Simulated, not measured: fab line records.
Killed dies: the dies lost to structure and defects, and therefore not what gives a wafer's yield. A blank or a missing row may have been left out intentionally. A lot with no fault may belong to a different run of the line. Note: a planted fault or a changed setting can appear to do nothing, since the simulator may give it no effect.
fab line records / flow nand_harc
record: lots: 6 wafers: 18 last_day: 33
route steps=1302 shown A_DECK1_JOINT@518 END@1302
lots untouched by any fault: they come from a run of this same line in which no faults occurred
start_h: the number of hours between the record's first day and the start of the first shown wafer of the lot / wait_h: hours from the lot's prior step to this one / " unchanged from the row above / L1.1+2: one row covering several wafers at once / - no value, or no start given / * or withheld: withheld / < > ~ a bound
route shown NAME@n: names a module that has steps shown in the file, with the first one's number in the route / usual: mean/standard deviation taken from wafers without a fault / same: alike in all rows / chamber/n: place in a boat / sites: readings site by site / _std_site: standard deviation across them / _edge_site: mean of outer sites minus mean of inner sites / radius_mm: how far each site lies from the wafer's centre / mask NAME#n: copy n / behind: the tool/chamber that last shaped the wafer / hold: reason for holding the lot/hours on hold/outcome of the hold / device: whichever transistor did not switch (one of n, p or np) / end of line: at the end of the route, the tests of the same wafers / step lacking rows: just its recipe / killed: the dies lost at the first sort to structure and to defects; this is not the yield of the wafer / map: dies across one wafer; x = killed, . = not, _ = none there
set.NAME: setting as actually run; set.NAME@STEP: the setting as run at that earlier step / model.NAME: the simulator's own value behind a step, which no gauge read
lots seen at some steps along the route; tables by step, rows by wafer
services: from which hour (start_h, from the record's first day; less than 0 if before it) a tool's chamber was out of use, for how many hours, and why
== steps ==
step: NHARC_A_DECK1_JOINT_ETCHBACK_07
recipe: target_depth_a: 1050 time_s: 26.9 hbr_flow_sccm: 150 rf_w: 350 icp_w: 350 bias_w: 60 chemistry: HBr
usual: drypump_motor_current_A: 6.1/0.41 oes_product_au: 1.006/0.0088 throttle_valve_pct: 23.268/0.0093
lot.wafer=L456.4 tool=rie_si-03 chamber=0 start_h=318.81 wait_h=0.1 drypump_motor_current_A=6.4 oes_product_au=1.006 rf_hours_counter_h=0.6 throttle_valve_pct=23.266
lot.wafer=L456.3 tool=rie_si-03 chamber=2 start_h=318.81 wait_h=0.1 drypump_motor_current_A=5.8 oes_product_au=0.991 rf_hours_counter_h=0.6 throttle_valve_pct=23.285
lot.wafer=L456.6 tool=rie_si-03 chamber=0 start_h=318.81 wait_h=0.1 drypump_motor_current_A=6.4 oes_product_au=0.997 rf_hours_counter_h=- throttle_valve_pct=23.259
lot.wafer=L455.2 tool=rie_si-02 chamber=0 start_h=318.85 wait_h=0.1 drypump_motor_current_A=5.1 oes_product_au=1.020 rf_hours_counter_h=0.1 throttle_valve_pct=23.268
lot.wafer=L455.5 tool=rie_si-02 chamber=1 start_h=318.85 wait_h=0.1 drypump_motor_current_A=6.3 oes_product_au=1.016 rf_hours_counter_h=- throttle_valve_pct=23.264
lot.wafer=L455.6 tool=rie_si-02 chamber=2 start_h=318.85 wait_h=0.1 drypump_motor_current_A=5.9 oes_product_au=1.020 rf_hours_counter_h=- throttle_valve_pct=23.281
lot.wafer=L457.3 tool=rie_si-02 chamber=3 start_h=327.58 wait_h=0.1 drypump_motor_current_A=6.5 oes_product_au=1.007 rf_hours_counter_h=0.2 throttle_valve_pct=23.281
lot.wafer=L457.1 tool=rie_si-02 chamber=0 start_h=327.58 wait_h=0.1 drypump_motor_current_A=5.1 oes_product_au=1.002 rf_hours_counter_h=0.1 throttle_valve_pct=23.255
lot.wafer=L457.6 tool=rie_si-02 chamber=3 start_h=327.58 wait_h=0.1 drypump_motor_current_A=6.6 oes_product_au=1.007 rf_hours_counter_h=- throttle_valve_pct=23.283
lot.wafer=L458.2 tool=rie_si-02 chamber=3 start_h=335.22 wait_h=0.1 drypump_motor_current_A=6.6 oes_product_au=1.011 rf_hours_counter_h=0.2 throttle_valve_pct=23.265
lot.wafer=L458.6 tool=rie_si-02 chamber=0 start_h=335.22 wait_h=0.1 drypump_motor_current_A=5.1 oes_product_au=1.008 rf_hours_counter_h=- throttle_valve_pct=23.272
lot.wafer=L458.5 tool=rie_si-02 chamber=1 start_h=335.22 wait_h=0.1 drypump_motor_current_A=6.3 oes_product_au=1.002 rf_hours_counter_h=- throttle_valve_pct=23.268
lot.wafer=L468.2 tool=rie_si-03 chamber=0 start_h=450.82 wait_h=0.1 drypump_motor_current_A=6.4 oes_product_au=0.998 rf_hours_counter_h=0.2 throttle_valve_pct=23.265
lot.wafer=L468.6 tool=rie_si-03 chamber=1 start_h=450.82 wait_h=0.1 drypump_motor_current_A=6.2 oes_product_au=0.986 rf_hours_counter_h=- throttle_valve_pct=23.265
lot.wafer=L468.5 tool=rie_si-03 chamber=2 start_h=450.82 wait_h=0.1 drypump_motor_current_A=5.8 oes_product_au=0.985 rf_hours_counter_h=- throttle_valve_pct=23.277
lot.wafer=L470.4 tool=rie_si-03 chamber=0 start_h=457.39 wait_h=0.1 drypump_motor_current_A=6.4 oes_product_au=0.996 rf_hours_counter_h=0.2 throttle_valve_pct=23.280
lot.wafer=L470.3 tool=rie_si-03 chamber=3 start_h=457.39 wait_h=0.1 drypump_motor_current_A=6.2 oes_product_au=1.006 rf_hours_counter_h=0.3 throttle_valve_pct=23.268
lot.wafer=L470.6 tool=rie_si-03 chamber=1 start_h=457.39 wait_h=0.1 drypump_motor_current_A=6.1 oes_product_au=0.995 rf_hours_counter_h=- throttle_valve_pct=23.269
step: NHARC_A_DECK1_JOINT_ETCH_25
recipe: target_depth_a: 5 chemistry: dHF material: SiO2
step: NHARC_A_DECK1_JOINT_ETCH_19
recipe: temp_c: 25 target_depth_a: 30 chemistry: TMAH material: poly-Si
step: NHARC_A_DECK1_JOINT_ETCH_18
recipe: target_depth_a: 30 chemistry: dHF material: SiO2
step: NHARC_A_DECK1_JOINT_WET_08
recipe: temp_c: 160 time_s: 86 chemistry: H3PO4
step: NHARC_A_DECK1_JOINT_ETCH_09
recipe: target_depth_a: 50 chemistry: dHF material: SiO2
step: NHARC_A_DECK1_JOINT_WET_10
recipe: temp_c: 160 time_s: 86 chemistry: H3PO4
step: NHARC_A_DECK1_JOINT_ETCH_11
recipe: target_depth_a: 350 chemistry: dHF material: SiO2
step: NHARC_A_DECK1_JOINT_CVD_12
recipe: target_thk_a: 900 temp_c: 620 pressure_mtorr: 200 time_s: 1800 material: poly-Si
step: NHARC_A_DECK1_JOINT_CMP_13
recipe: target_thk_nm: 51.023
usual: motor_current_A: 11.4/1.2 retaining_ring_pressure_frac: 1.001/0.0051 time_to_endpoint_s: 8/3.4
lot.wafer=L456.4 tool=cmp-02 chamber=1 start_h=328.95 wait_h=0.4 motor_current_A=11.8 retaining_ring_pressure_frac=1.010 time_to_endpoint_s=11
lot.wafer=L456.3 tool=cmp-02 chamber=2 start_h=328.95 wait_h=0.4 motor_current_A=12.2 retaining_ring_pressure_frac=0.998 time_to_endpoint_s=6
lot.wafer=L456.6 tool=cmp-02 chamber=1 start_h=328.95 wait_h=0.4 motor_current_A=12.3 retaining_ring_pressure_frac=1.005 time_to_endpoint_s=8
lot.wafer=L455.2 tool=cmp-03 chamber=0 start_h=329.01 wait_h=0.4 motor_current_A=10.8 retaining_ring_pressure_frac=1.011 time_to_endpoint_s=12
lot.wafer=L455.6 tool=cmp-03 chamber=1 start_h=329.01 wait_h=0.4 motor_current_A=13.0 retaining_ring_pressure_frac=0.994 time_to_endpoint_s=11
lot.wafer=L455.5 tool=cmp-03 chamber=2 start_h=329.01 wait_h=0.4 motor_current_A=12.7 retaining_ring_pressure_frac=1.005 time_to_endpoint_s=8
lot.wafer=L457.1 tool=cmp-02 chamber=0 start_h=337.74 wait_h=0.4 motor_current_A=9.7 retaining_ring_pressure_frac=0.999 time_to_endpoint_s=8
lot.wafer=L457.3 tool=cmp-02 chamber=1 start_h=337.74 wait_h=0.4 motor_current_A=12.8 retaining_ring_pressure_frac=1.002 time_to_endpoint_s=8
lot.wafer=L457.6 tool=cmp-02 chamber=3 start_h=337.74 wait_h=0.4 motor_current_A=10.8 retaining_ring_pressure_frac=1.005 time_to_endpoint_s=8
lot.wafer=L458.2 tool=cmp-02 chamber=2 start_h=345.57 wait_h=0.4 motor_current_A=12.1 retaining_ring_pressure_frac=1.002 time_to_endpoint_s=5
lot.wafer=L458.5 tool=cmp-02 chamber=0 start_h=345.57 wait_h=0.4 motor_current_A=10.6 retaining_ring_pressure_frac=1.004 time_to_endpoint_s=6
lot.wafer=L458.6 tool=cmp-02 chamber=1 start_h=345.57 wait_h=0.4 motor_current_A=12.0 retaining_ring_pressure_frac=1.001 time_to_endpoint_s=10
lot.wafer=L468.2 tool=cmp-02 chamber=2 start_h=464.83 wait_h=0.4 motor_current_A=12.5 retaining_ring_pressure_frac=1.005 time_to_endpoint_s=5
lot.wafer=L468.6 tool=cmp-02 chamber=2 start_h=464.83 wait_h=0.4 motor_current_A=12.0 retaining_ring_pressure_frac=0.990 time_to_endpoint_s=4
lot.wafer=L468.5 tool=cmp-02 chamber=3 start_h=464.83 wait_h=0.4 motor_current_A=10.6 retaining_ring_pressure_frac=1.002 time_to_endpoint_s=8
lot.wafer=L470.3 tool=cmp-02 chamber=1 start_h=467.72 wait_h=0.4 motor_current_A=11.7 retaining_ring_pressure_frac=0.993 time_to_endpoint_s=11
lot.wafer=L470.4 tool=cmp-02 chamber=2 start_h=467.72 wait_h=0.4 motor_current_A=12.1 retaining_ring_pressure_frac=1.000 time_to_endpoint_s=5
lot.wafer=L470.6 tool=cmp-02 chamber=3 start_h=467.72 wait_h=0.4 motor_current_A=11.2 retaining_ring_pressure_frac=1.001 time_to_endpoint_s=6
step: NHARC_A_DECK1_JOINT_THK_MEAS_14
recipe: thk_meas_gauge: ellipsometry
usual: thk_nm: 50.9/1.9
lot.wafer=L456.3 tool=film_metro-02 chamber=- start_h=329.18 wait_h=0.2 thk_nm=49.6
lot.wafer=L456.4 tool=film_metro-02 chamber=- start_h=329.18 wait_h=0.2 thk_nm=54.0
lot.wafer=L456.6 tool=film_metro-02 chamber=- start_h=329.18 wait_h=0.2 thk_nm=52.5
lot.wafer=L455.2 tool=film_metro-01 chamber=- start_h=329.19 wait_h=0.2 thk_nm=54.4
lot.wafer=L455.5 tool=film_metro-01 chamber=- start_h=329.19 wait_h=0.2 thk_nm=53.2
lot.wafer=L455.6 tool=film_metro-01 chamber=- start_h=329.19 wait_h=0.2 thk_nm=53.2
lot.wafer=L457.1 tool=film_metro-02 chamber=- start_h=337.95 wait_h=0.2 thk_nm=49.1
lot.wafer=L457.3 tool=film_metro-02 chamber=- start_h=337.95 wait_h=0.2 thk_nm=49.4
lot.wafer=L457.6 tool=film_metro-02 chamber=- start_h=337.95 wait_h=0.2 thk_nm=50.2
lot.wafer=L458.2 tool=film_metro-01 chamber=- start_h=345.77 wait_h=0.2 thk_nm=50.0
lot.wafer=L458.5 tool=film_metro-01 chamber=- start_h=345.77 wait_h=0.2 thk_nm=50.9
lot.wafer=L458.6 tool=film_metro-01 chamber=- start_h=345.77 wait_h=0.2 thk_nm=52.0
lot.wafer=L468.2 tool=film_metro-01 chamber=- start_h=465.09 wait_h=0.2 thk_nm=51.3
lot.wafer=L468.5 tool=film_metro-01 chamber=- start_h=465.09 wait_h=0.2 thk_nm=49.8
lot.wafer=L468.6 tool=film_metro-01 chamber=- start_h=465.09 wait_h=0.2 thk_nm=50.4
lot.wafer=L470.3 tool=film_metro-02 chamber=- start_h=467.93 wait_h=0.2 thk_nm=50.5
lot.wafer=L470.4 tool=film_metro-02 chamber=- start_h=467.93 wait_h=0.2 thk_nm=49.3
lot.wafer=L470.6 tool=film_metro-02 chamber=- start_h=467.93 wait_h=0.2 thk_nm=48.4
step: NHARC_A_DECK1_JOINT_SRD_04
step: NHARC_A_DECK1_JOINT_ETCHBACK_00
recipe: target_depth_a: 300 time_s: 17.4 hbr_flow_sccm: 150 rf_w: 350 icp_w: 350 bias_w: 60 chemistry: HBr
usual: drypump_motor_current_A: 6.1/0.43 oes_product_au: 1.006/0.0095 throttle_valve_pct: 23.267/0.0085
lot.wafer=L456.3 tool=rie_si-03 chamber=0 start_h=329.31 wait_h=0.1 drypump_motor_current_A=6.4 oes_product_au=1.009 rf_hours_counter_h=0.7 throttle_valve_pct=23.257
lot.wafer=L456.4 tool=rie_si-03 chamber=2 start_h=329.31 wait_h=0.1 drypump_motor_current_A=5.8 oes_product_au=0.988 rf_hours_counter_h=0.6 throttle_valve_pct=23.278
lot.wafer=L456.6 tool=rie_si-03 chamber=1 start_h=329.31 wait_h=0.1 drypump_motor_current_A=6.2 oes_product_au=1.002 rf_hours_counter_h=- throttle_valve_pct=23.262
lot.wafer=L455.2 tool=rie_si-05 chamber=3 start_h=329.33 wait_h=0.1 drypump_motor_current_A=6.1 oes_product_au=1.011 rf_hours_counter_h=0.1 throttle_valve_pct=23.247
lot.wafer=L455.6 tool=rie_si-05 chamber=2 start_h=329.33 wait_h=0.1 drypump_motor_current_A=6.4 oes_product_au=1.005 rf_hours_counter_h=- throttle_valve_pct=23.265
lot.wafer=L455.5 tool=rie_si-05 chamber=3 start_h=329.33 wait_h=0.1 drypump_motor_current_A=6.1 oes_product_au=0.994 rf_hours_counter_h=- throttle_valve_pct=23.279
lot.wafer=L457.3 tool=rie_si-05 chamber=0 start_h=338.09 wait_h=0.1 drypump_motor_current_A=6.5 oes_product_au=1.023 rf_hours_counter_h=0.2 throttle_valve_pct=23.258
lot.wafer=L457.1 tool=rie_si-05 chamber=1 start_h=338.09 wait_h=0.1 drypump_motor_current_A=5.6 oes_product_au=1.012 rf_hours_counter_h=0.2 throttle_valve_pct=23.264
lot.wafer=L457.6 tool=rie_si-05 chamber=3 start_h=338.09 wait_h=0.1 drypump_motor_current_A=6.1 oes_product_au=1.012 rf_hours_counter_h=- throttle_valve_pct=23.270
lot.wafer=L458.2 tool=rie_si-02 chamber=0 start_h=345.91 wait_h=0.1 drypump_motor_current_A=5.1 oes_product_au=1.021 rf_hours_counter_h=0.3 throttle_valve_pct=23.263
lot.wafer=L458.5 tool=rie_si-02 chamber=3 start_h=345.91 wait_h=0.1 drypump_motor_current_A=6.6 oes_product_au=1.008 rf_hours_counter_h=- throttle_valve_pct=23.259
lot.wafer=L458.6 tool=rie_si-02 chamber=0 start_h=345.91 wait_h=0.1 drypump_motor_current_A=5.0 oes_product_au=1.017 rf_hours_counter_h=- throttle_valve_pct=23.260
lot.wafer=L468.2 tool=rie_si-02 chamber=3 start_h=465.25 wait_h=0.1 drypump_motor_current_A=6.6 oes_product_au=1.004 rf_hours_counter_h=0.0 throttle_valve_pct=23.286
lot.wafer=L468.5 tool=rie_si-02 chamber=0 start_h=465.25 wait_h=0.1 drypump_motor_current_A=5.1 oes_product_au=1.240 rf_hours_counter_h=- throttle_valve_pct=23.260
lot.wafer=L468.6 tool=rie_si-02 chamber=1 start_h=465.25 wait_h=0.1 drypump_motor_current_A=6.3 oes_product_au=0.990 rf_hours_counter_h=- throttle_valve_pct=23.267
lot.wafer=L470.4 tool=rie_si-02 chamber=0 start_h=468.07 wait_h=0.1 drypump_motor_current_A=5.0 oes_product_au=1.252 rf_hours_counter_h=0.1 throttle_valve_pct=23.254
lot.wafer=L470.3 tool=rie_si-02 chamber=2 start_h=468.07 wait_h=0.1 drypump_motor_current_A=5.9 oes_product_au=1.006 rf_hours_counter_h=0.1 throttle_valve_pct=23.255
lot.wafer=L470.6 tool=rie_si-02 chamber=0 start_h=468.07 wait_h=0.1 drypump_motor_current_A=5.0 oes_product_au=1.250 rf_hours_counter_h=- throttle_valve_pct=23.263
step: NHARC_A_DECK1_JOINT_PRECLEAN_30
recipe: time_s: * temp_c: 50 bath_age_min: 0 chemistry: SC1
step: NHARC_END_SORT_01
recipe: temp_c: 25
usual: killed_at_array: 52/19 killed_at_other: 0.9/1.3 killed_at_periphery: 4/3.1 killed_dies: 57/18 killed_open: 3.2/1.7 killed_short: 2.3/1.4
same: gross_dies: 677
lot.wafer=L457.6 tool=prober-01 chamber=0 start_h=658.26 wait_h=3.9 killed_at_array=56 killed_at_other=0 killed_at_periphery=6 killed_dies=62 killed_open=5 killed_short=4
lot.wafer=L456.4 tool=prober-01 chamber=0 start_h=664.41 wait_h=3.4 killed_at_array=42 killed_at_other=5 killed_at_periphery=8 killed_dies=55 killed_open=5 killed_short=2
lot.wafer=L470.3 tool=prober-01 chamber=0 start_h=795.37 wait_h=3.1 killed_at_array=54 killed_at_other=1 killed_at_periphery=0 killed_dies=55 killed_open=0 killed_short=2
lot.wafer=L470.4 tool=prober-01 chamber=0 start_h=796.16 wait_h=3.4 killed_at_array=31 killed_at_other=2 killed_at_periphery=2 killed_dies=35 killed_open=1 killed_short=3
lot.wafer=L470.6 tool=prober-01 chamber=0 start_h=797.75 wait_h=4.0 killed_at_array=43 killed_at_other=2 killed_at_periphery=2 killed_dies=47 killed_open=3 killed_short=3
killed by level:class
L457.6 A_SLIT:chamber_film_flake=31 A_CHANNEL_HOLE_D2:chamber_film_flake=7 P_CONTACT:chamber_film_flake=4 A_CONTACT:chamber_film_flake=4 A_CHANNEL_FILL_D1:geometric_particle:short=2 A_DECK1_JOINT:chamber_film_flake=2 A_M0:chamber_film_flake=2 P_CONTACT:geometric_particle:open=1
L456.4 A_SLIT:chamber_film_flake=28 A_CHANNEL_HOLE_D2:chamber_film_flake=6 THIN_TSV:chamber_film_flake=4 A_CHANNEL_HOLE_D1:chamber_film_flake=3 P_CONTACT:geometric_particle:open=2 P_ZERO_WELL:chamber_film_flake=2 A_CONTACT:chamber_film_flake=2 P_GATE:geometric_particle:open=1
L470.3 A_SLIT:chamber_film_flake=27 A_CONTACT:chamber_film_flake=13 A_CHANNEL_FILL_D2:chamber_film_flake=3 A_STAIRCASE:chamber_film_flake=3 A_DECK1_JOINT:chamber_film_flake=2 A_ONON_D1:geometric_particle:short=1 A_WL_FILL:geometric_particle:short=1 A_CHANNEL_HOLE_D1:chamber_film_flake=1
L470.4 A_SLIT:chamber_film_flake=14 A_CONTACT:chamber_film_flake=9 A_DECK1_JOINT:chamber_film_flake=2 THIN_TSV:chamber_film_flake=2 P_CONTACT:geometric_particle:short=1 A_SOURCE_PLATE:geometric_particle:open=1 A_ONON_D1:geometric_particle:short=1 A_STAIRCASE:geometric_particle:short=1
L470.6 A_SLIT:chamber_film_flake=17 A_CONTACT:chamber_film_flake=14 A_CHANNEL_FILL_D2:chamber_film_flake=3 P_M1:geometric_particle:short=2 A_CHANNEL_HOLE_D1:chamber_film_flake=2 THIN_TSV:chamber_film_flake=2 A_DECK1_JOINT:geometric_particle:open=1 A_CHANNEL_FILL_D2:geometric_particle:short=1
== services ==
tool=cmp-03 chamber=- start_h=295.01 hours=4.0 kind=pm
tool=rie_si-05 chamber=- start_h=305.00 hours=9.0 kind=pm
tool=cmp-02 chamber=- start_h=327.47 hours=0.6 kind=repair
tool=cmp-02 chamber=- start_h=331.90 hours=4.0 kind=pm
tool=cmp-02 chamber=- start_h=335.90 hours=- kind=consumable_replace:conditioner
tool=cmp-02 chamber=- start_h=335.90 hours=- kind=consumable_replace:pad
tool=cmp-03 chamber=- start_h=342.02 hours=0.4 kind=repair
tool=cmp-03 chamber=- start_h=393.01 hours=4.0 kind=pm
tool=rie_si-03 chamber=- start_h=398.00 hours=9.0 kind=pm
tool=rie_si-03 chamber=0 start_h=398.00 hours=9.0 kind=vent_cycle
tool=cmp-02 chamber=- start_h=429.90 hours=4.0 kind=pm
tool=cmp-02 chamber=- start_h=433.90 hours=- kind=consumable_replace:conditioner
tool=cmp-02 chamber=- start_h=433.90 hours=- kind=consumable_replace:pad
tool=rie_si-05 chamber=2 start_h=435.11 hours=7.9 kind=repair
tool=cmp-02 chamber=- start_h=436.64 hours=0.9 kind=repair
tool=rie_si-02 chamber=- start_h=454.00 hours=9.0 kind=pm
tool=rie_si-02 chamber=0 start_h=454.00 hours=9.0 kind=vent_cycle
tool=rie_si-02 chamber=1 start_h=454.00 hours=9.0 kind=vent_cycle
tool=rie_si-02 chamber=2 start_h=454.00 hours=9.0 kind=vent_cycle
tool=rie_si-02 chamber=3 start_h=454.00 hours=9.0 kind=vent_cycle
tool=rie_si-02 chamber=0 start_h=463.00 hours=- kind=clean
tool=rie_si-02 chamber=1 start_h=463.00 hours=- kind=clean
tool=rie_si-02 chamber=2 start_h=463.00 hours=- kind=clean
tool=rie_si-02 chamber=3 start_h=463.00 hours=- kind=clean
== key ==
first_sign: step: NHARC_A_DECK1_JOINT_ETCHBACK_00 reading: oes_product_au direction: up sigmas: 25 usual: 1.006 struck: 1.248
effect none on later readings
met_at NHARC_A_DECK1_JOINT_ETCHBACK_00
struck_wafers L468.5,L470.4,L470.6
tester_left_out L468,L470
onset_between 345.91 465.25
fault: kind: process_parameter_drift tool: rie_si-02 chamber: 0 onset_h: 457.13 steps: NHARC_A_DECK1_JOINT_ETCHBACK_00 channel: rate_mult offset: 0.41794 shape: step end_h: 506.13
tester_left_out: of these lots the tester's yield and bins aren't shown, on N5 and GAA mostly nor the transistor test; their killed dies are dies lost to structure and defects alone, not to doping, threshold or leakage, so they don't give the yield
